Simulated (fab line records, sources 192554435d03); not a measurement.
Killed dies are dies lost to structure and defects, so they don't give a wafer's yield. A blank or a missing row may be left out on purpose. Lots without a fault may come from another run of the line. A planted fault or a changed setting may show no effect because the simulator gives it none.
fab line records | flow n5_finfet
record lots=10 wafers=30 last_day=21
route steps=1938 shown BEOL_M12@1653 BEOL_M13@1677 PASSIVATION@1936
lots that met no fault: from a run of the same line without faults
start_h: hours from the record's first day to the start of the lot's first wafer shown | wait_h: hours since the lot's step before | " the same as in the row above | L1.1+2: a row that stands for several wafers | - no value, or no start given | * or withheld: withheld | < > ~ a bound
route shown NAME@n: a module of which the file shows steps, and the number in the route of the first | usual: mean/standard deviation of fault-free wafers | same: alike in all rows | chamber/n: place in a boat | sites: the reading at each site | _std_site: their standard deviation | _edge_site: outer sites' mean less inner sites' | radius_mm: how far each site lies from the wafer's centre | mask NAME#n: copy n | behind: the tool/chamber that last shaped the wafer | hold: why the lot was held/for how many hours/how that ended | device: the transistor (n, p or np) that didn't switch | end of line: the same wafers' tests at the end of the route | a step without rows: its recipe alone | killed: dies lost to structure and defects at the first sort, not the wafer's yield | map: a wafer's dies, x killed, . not, _ none there
set.NAME: the setting as run; set.NAME@STEP: as run at that earlier step | model.NAME: the simulator's own value behind a step, which no gauge read
steps of the route over a sample of lots; a table a step, a row a wafer
services: from which hour (start_h, from the record's first day; less than 0 if before it) a tool's chamber was out of use, for how many hours, and why
## steps
# step N5_BEOL_M12_CMP_49
# recipe stop_on=SiOC t_overpolish_s=20.6 down_force_psi=1 platen_rpm=50 clearing_platen_down_force_psi=1.5 clearing_platen_rpm=50 post_cmp_clean=cu_alkaline target_thk_nm=320 clearing_platen_pad_velocity_m_s=0.99484 pad_velocity_m_s=0.99484
# usual barrier_field_endpoint_s=30.8/1 edge_zone_pressure_frac=1.001/0.0046 motor_current_A=6.0/0.52 overpolish_run_s=20.600/0.0087 pad_life_wafers=1061/500 slurry_flow_ml_min=150.0/0.49
# columns lot.wafer tool chamber start_h wait_h barrier_field_endpoint_s edge_zone_pressure_frac motor_current_A overpolish_run_s pad_life_wafers slurry_flow_ml_min
L888.1 cmp-01 1 300.79 0.3 29.0 0.996 6.8 20.607 1471 148.9
L888.3 " 2 " " 30.2 1.000 5.3 20.609 1472 150.3
L888.6 " 0 " " 30.9 1.007 6.1 20.608 - 150.3
L893.3 cmp-04 0 332.86 0.2 30.0 0.997 6.5 20.613 901 149.9
L893.2 " 2 " " 29.4 1.002 5.7 20.601 903 149.1
L893.5 " 0 " " 31.4 0.994 6.4 20.606 - 149.1
L894.2 cmp-03 3 338.92 0.2 31.9 1.003 6.0 20.595 468 149.3
L894.1 " 1 " " 31.5 0.995 5.7 20.600 470 150.0
L894.5 " 3 " " 32.0 0.993 5.8 20.594 - 149.7
L892.2 cmp-04 3 347.67 0.2 30.5 0.995 6.3 20.600 1038 150.0
L892.4 " 1 " " 28.4 1.001 5.9 20.617 1040 150.4
L892.3 " 2 " " 29.7 1.003 5.8 20.598 1041 149.8
L901.3 cmp-04 1 388.28 0.2 28.6 1.006 6.0 20.604 1368 150.4
L901.6 " 1 " " 28.8 1.003 6.1 20.609 - 149.9
L901.5 " 2 " " 29.8 1.000 6.2 20.594 - 149.8
L906.1 cmp-03 1 421.47 0.3 31.4 1.002 5.9 20.606 1118 150.0
L906.6 " 3 " " 31.2 0.999 6.0 20.587 - 150.0
L906.5 " 0 " " 32.0 1.005 5.6 20.593 - 150.0
L907.3 cmp-04 2 427.09 0.2 31.2 1.001 6.1 20.604 1662 150.3
L907.2 " 3 " " 30.3 0.989 6.1 20.599 1663 150.1
L907.4 " 0 " " 31.0 1.008 6.3 20.605 1664 150.0
L910.1 cmp-01 2 440.52 0.3 30.8 1.000 5.1 20.597 372 150.4
L910.4 " 0 " " 30.2 0.998 6.0 20.592 374 149.7
L910.2 " 1 " " 29.6 0.988 6.8 20.611 375 150.7
L909.4 cmp-03 3 441.15 0.1 31.4 1.001 6.0 20.595 1296 149.7
L909.3 " 0 " " 31.8 0.996 5.7 20.587 1297 149.9
L909.2 " 1 " " 32.0 1.011 5.8 20.596 1298 150.3
L908.2 cmp-01 3 478.32 0.2 31.8 1.002 6.8 20.595 649 149.8
L908.3 " 1 " " 30.8 0.998 6.2 20.602 651 149.2
L908.5 " 2 " " 32.3 0.997 5.2 20.599 - 149.9
# step N5_BEOL_M13_STRIP_71
# recipe chemistry=post_etch_residue_remover time_s=60 temp_c=25 remover_ph=withheld remover_water_wt_pct=withheld remover_fluoride_wt_pct=withheld
# usual temp_c=25.01/0.11
# columns lot.wafer tool chamber start_h wait_h temp_c
L888.1 wet_bench-01 0 302.28 0.1 24.88
L888.3 " 6 " " 25.04
L888.6 " 7 " " 24.98
L893.2 wet_bench-01 7 334.44 0.1 25.05
L893.3 " 3 " " 24.80
L893.5 " 6 " " 24.91
L894.1 wet_bench-04 6 340.45 0.1 24.86
L894.2 " 1 " " 24.99
L894.5 " 5 " " 25.11
L892.2 wet_bench-01 3 349.57 0.1 25.06
L892.3 " 7 " " 24.97
L892.4 " 5 " " 24.97
L901.3 wet_bench-01 2 390.08 0.0 25.03
L901.5 " 0 " " 24.93
L901.6 " 7 " " 25.06
L906.1 wet_bench-03 6 422.99 0.1 25.08
L906.5 " 3 " " 24.89
L906.6 " 7 " " 24.92
L907.2 wet_bench-04 5 428.58 0.1 25.15
L907.3 " 1 " " 25.11
L907.4 " 2 " " 24.96
L910.1 wet_bench-03 6 442.01 0.1 25.15
L910.2 " 2 " " 24.85
L910.4 " 3 " " 25.06
L909.2 wet_bench-04 7 442.65 0.1 25.07
L909.3 " 0 " " 25.08
L909.4 " 2 " " 25.05
L908.2 wet_bench-01 2 479.91 0.1 25.01
L908.3 " 5 " " 24.96
L908.5 " 1 " " 24.91
# step N5_BEOL_M13_CD_MEAS_28
# recipe target_cd_nm=209.5 landing_energy_ev=500 detector=se_inlens
# usual cd_nm=209.2/1.9
# columns lot.wafer tool chamber start_h wait_h cd_nm
L888.1 cd_sem-03 0 302.79 - 210.3
L888.3 " 0 " " 210.1
L888.6 " 0 " " 210.2
L893.2 cd_sem-02 0 334.83 - 208.3
L893.3 " 0 " " 209.9
L893.5 " 0 " " 207.7
L894.1 cd_sem-02 0 340.83 - 211.4
L894.2 " 0 " " 211.1
L894.5 " 0 " " 210.1
L892.2 cd_sem-01 0 350.08 - 212.8
L892.3 " 0 " " 209.9
L892.4 " 0 " " 210.9
L901.3 cd_sem-01 0 390.47 - 207.9
L901.5 " 0 " " 206.9
L901.6 " 0 " " 207.7
L906.1 cd_sem-01 0 423.37 - 211.2
L906.5 " 0 " " 212.1
L906.6 " 0 " " 211.6
L907.2 cd_sem-02 0 429.09 - 205.4
L907.3 " 0 " " 208.0
L907.4 " 0 " " 207.6
L910.1 cd_sem-01 0 442.52 - 206.2
L910.2 " 0 " " 207.4
L910.4 " 0 " " 204.9
L909.2 cd_sem-03 0 443.16 - 211.7
L909.3 " 0 " " 210.0
L909.4 " 0 " " 209.5
L908.2 cd_sem-01 0 480.33 - 208.6
L908.3 " 0 " " 210.4
L908.5 " 0 " " 210.1
# step N5_BEOL_M13_INSPECT_30
# recipe mode=adi inspect_instrument=macro
# usual raw_defect_count=2.1/1.5
# columns lot.wafer tool chamber start_h wait_h raw_defect_count
L888.1 defect_inspect-02 - 302.84 0.0 4
L888.3 " - " " 1
L888.6 " - " " 2
L893.2 defect_inspect-01 - 334.90 0.0 2
L893.3 " - " " 7
L893.5 " - " " 0
L894.1 defect_inspect-02 - 340.89 0.0 1
L894.2 " - " " 3
L894.5 " - " " 3
L892.2 defect_inspect-02 - 350.13 0.0 2
L892.3 " - " " 4
L892.4 " - " " 1
L901.3 defect_inspect-02 - 390.52 0.0 3
L901.5 " - " " 2
L901.6 " - " " 296
L906.1 defect_inspect-01 - 423.43 0.0 3
L906.5 " - " " 0
L906.6 " - " " 1
L907.2 defect_inspect-02 - 429.15 0.0 3
L907.3 " - " " 0
L907.4 " - " " 1
L910.1 defect_inspect-02 - 442.58 0.0 0
L910.2 " - " " 3
L910.4 " - " " 0
L909.2 defect_inspect-02 - 443.21 0.0 1
L909.3 " - " " 3
L909.4 " - " " 0
L908.2 defect_inspect-01 - 480.38 0.0 3
L908.3 " - " " 4
L908.5 " - " " 1
# step N5_BEOL_M13_DESCUM_33
# recipe chemistry=O2 time_s=7.9 source_power_w=50 bias_power_w=20 pressure_mtorr=20 rf_frequency_hz=2.712e+07 temp_c=40 o2_flow_sccm=225
# usual bias_power_w=20.01/0.059 chamber_pressure_mTorr=19.999/0.019 drypump_motor_current_A=5.7/0.36 o2_flow_sccm=225.1/0.73 oes_product_au=0.81/0.085 rf_vpp_V=242.9/1.6 showerhead_plenum_p_Torr=2.09/0.087 temp_c=39.99/0.12 throttle_valve_pct=20.37/0.25
# columns lot.wafer tool chamber start_h wait_h bias_power_w chamber_pressure_mTorr drypump_motor_current_A o2_flow_sccm oes_product_au rf_hours_counter_h rf_vpp_V showerhead_plenum_p_Torr temp_c throttle_valve_pct
L888.1 rie_diel-02 1 302.88 0.0 19.98 19.997 5.4 224.8 0.76 160 240.1 2.01 40.03 20.27
L888.3 " 2 " " 20.04 20.014 5.6 225.0 0.74 174 239.9 1.92 40.05 20.56
L888.6 " 2 " " 20.03 20.039 5.7 225.2 0.74 - 240.8 1.92 40.06 20.57
L893.2 rie_diel-02 3 334.93 0.0 19.99 19.985 5.9 226.0 0.72 216 243.8 2.18 39.78 20.68
L893.3 " 1 " " 20.04 20.013 5.4 224.6 0.73 170 239.9 2.01 39.96 20.28
L893.5 " 0 " " 19.99 19.991 5.8 226.1 0.93 - 242.5 2.07 40.03 20.51
L894.1 rie_diel-02 2 340.92 0.0 20.01 20.010 5.7 224.0 0.73 187 241.4 1.91 40.06 20.58
L894.2 " 0 " " 20.03 20.016 5.8 224.1 0.92 30 243.0 2.07 40.00 20.54
L894.5 " 1 " " 19.95 19.968 5.4 225.0 0.73 - 242.0 2.01 39.92 20.32
L892.2 rie_diel-03 2 350.25 0.1 20.13 19.984 6.3 226.8 0.80 110 244.7 2.18 40.06 20.26
L892.3 " 3 " " 20.05 20.006 5.1 224.8 0.83 80 245.2 2.18 39.92 20.12
L892.4 " 1 " " 20.01 19.983 5.7 224.2 0.97 8 242.8 2.16 39.86 20.77
L901.3 rie_diel-02 1 390.88 0.4 20.00 19.975 5.4 224.7 0.73 190 240.0 2.00 40.17 20.34
L901.5 " 1 " " 19.97 19.967 5.5 224.0 0.73 - 240.8 2.00 39.95 20.34
L901.6 " 3 " " 19.96 19.999 5.8 224.1 0.71 - 242.7 2.18 39.91 20.70
L906.1 rie_diel-02 2 423.46 0.0 20.05 20.008 5.7 224.5 0.71 211 239.8 1.91 39.97 20.60
L906.5 " 2 " " 20.09 19.974 5.7 224.7 0.71 - 240.7 1.91 39.95 20.62
L906.6 " 1 " " 20.03 20.009 5.4 226.2 0.72 - 241.5 2.00 40.10 20.33
L907.2 rie_diel-02 2 429.76 0.6 20.14 19.982 5.7 225.9 0.71 213 239.7 1.91 39.96 20.62
L907.3 " 1 " " 20.03 19.987 5.4 225.8 0.73 202 244.2 2.00 40.18 20.35
L907.4 " 0 " " 19.93 20.015 5.8 226.1 0.88 58 241.6 2.06 39.97 20.57
L910.1 rie_diel-03 1 442.61 0.0 19.98 20.012 5.8 225.5 0.91 34 243.7 2.15 40.10 20.81
L910.2 " 0 " " 20.05 20.014 6.2 226.1 0.74 196 243.0 2.10 40.03 20.36
L910.4 " 3 " " 20.00 19.960 5.1 225.9 0.80 114 244.9 2.16 40.02 20.16
L909.2 rie_diel-03 3 443.30 0.1 20.04 19.987 5.2 224.5 0.80 115 245.1 2.16 40.24 20.16
L909.3 " 1 " " 19.98 19.983 5.8 225.0 0.90 34 243.0 2.15 39.85 20.81
L909.4 " 0 " " 20.02 20.030 6.2 224.8 0.75 196 242.4 2.10 40.00 20.37
L908.2 rie_diel-06 2 480.42 0.0 19.99 20.004 5.2 224.5 0.79 106 242.2 2.09 40.01 19.95
L908.3 " 1 " " 19.91 20.006 5.4 226.3 0.92 46 242.5 2.12 40.00 20.06
L908.5 " 0 " " 20.06 19.998 6.2 225.6 0.73 - 243.8 2.09 39.85 20.36
# step N5_PASSIVATION_PROBE_49
# usual defect_limited_yield=91.4/1.4 killed_at_M0_to_M3=34/9.1 killed_at_M4_up=14/5.2 killed_at_contacts=12/6.4 killed_at_front_end=38/11 killed_at_other=3.7/2.8 killed_dies=102/17 killed_open=68/13 killed_short=32/7.8 sort_bin_4_leakage=0.05/0.3 sort_bin_5_function=5.1/1 sort_bin_6_memory=3.2/0.66 sort_n_pass=1076/19 sort_yield_pct=91.2/1.6
# same gross_dies=1180 killed_at_back_side=0 sort_bin_8_speed[%]=0
# columns lot.wafer tool chamber start_h wait_h defect_limited_yield[%] killed_at_M0_to_M3 killed_at_M4_up killed_at_contacts killed_at_front_end killed_at_other killed_dies killed_open killed_short sort_bin_4_leakage[%] sort_bin_5_function[%] sort_bin_6_memory[%] sort_n_pass sort_yield_pct[%]
L901.3 prober-01 - 426.42 0.1 91.1 26 21 3 53 2 105 65 37 0 5.2 3.3 1075 91.1
L901.5 prober-01 - 426.52 0.2 91.9 34 9 15 31 6 95 62 32 0 5.5 2.5 1085 91.9
L901.6 prober-01 - 426.57 0.3 88.6 20 50 5 50 10 135 59 38 0 6.6 3.6 1045 88.6
# killed by level:class
L901.3 FIN_SAQP:geometric_particle:open=12 FIN_SAQP:geometric_particle:short=11 STI_FIN_REVEAL:geometric_particle:open=9 BEOL_M4:geometric_particle:open=7 BEOL_M0_SAQP:geometric_particle:short=7 BEOL_M0_SAQP:geometric_particle:open=7 STI_FIN_REVEAL:geometric_particle:short=5 STARTING-WAFER:geometric_particle:open=5
L901.5 BEOL_M0_SAQP:geometric_particle:short=11 BEOL_M0_SAQP:geometric_particle:open=11 FIN_SAQP:geometric_particle:short=9 MOL_CONTACT_COAG:geometric_particle:open=9 FIN_SAQP:geometric_particle:open=8 STI_FIN_REVEAL:geometric_particle:open=6 MOL_CONTACT_COAG:geometric_particle:short=6 BEOL_M8:geometric_particle:open=4
L901.6 BEOL_M13:unspecified=36 FIN_SAQP:geometric_particle:open=17 FIN_SAQP:geometric_particle:short=16 BEOL_M0_SAQP:geometric_particle:short=6 GATE_CUT:geometric_particle:short=5 MOL_CONTACT_COAG:geometric_particle:open=5 BEOL_M4:geometric_particle:open=5 BEOL_M1:geometric_particle:open=4
## services
# columns tool chamber start_h hours kind
cmp-03 - 278.64 4.0 pm
cmp-04 - 283.36 2.0 repair
cmp-01 - 286.09 2.0 repair
cmp-04 - 309.70 0.3 repair
rie_diel-03 1 329.37 6.6 repair
rie_diel-03 1 340.94 8.2 repair
cmp-01 - 351.23 0.9 repair
rie_diel-03 0 353.27 4.3 repair
cmp-03 - 353.81 6.1 pm
rie_diel-02 0 384.42 8.9 repair
cmp-01 - 385.15 1.7 repair
cmp-01 - 392.53 4.0 pm
rie_diel-02 1 402.36 6.6 repair
rie_diel-02 2 408.53 8.2 repair
cmp-04 - 412.24 1.4 repair
rie_diel-06 - 416.45 15.6 pm
cmp-01 - 423.18 0.5 repair
cmp-04 - 423.55 1.4 repair
rie_diel-03 1 423.86 10.7 repair
cmp-03 - 427.87 0.4 repair
cmp-04 - 432.73 0.3 repair
rie_diel-03 2 433.58 1.2 repair
cmp-03 - 457.88 5.0 repair
cmp-04 - 478.79 7.4 pm
## key
first_sign step=N5_BEOL_M13_INSPECT_30 reading=raw_defect_count direction=up sigmas=99+ usual=2.1 struck=296
effect step=N5_PASSIVATION_PROBE_49 reading=killed_at_M4_up direction=up sigmas=6.9 usual=14 struck=50
more_kills_born_at N5_BEOL_M13_STRIP_71@wet_bench-01=36
met_at N5_BEOL_M13_STRIP_71
struck_lots L901
struck_wafers L901.6
not_acting_at N5_BEOL_M12_CMP_49,N5_BEOL_M13_CD_MEAS_28,N5_BEOL_M13_DESCUM_33
onset_between 349.57 390.08
fault kind=chamber_particle_source tool=wet_bench-01 chamber=7 onset_h=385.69 steps=N5_BEOL_M13_STRIP_71 rate_per_visit_cm2=0.47701 end_h=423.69
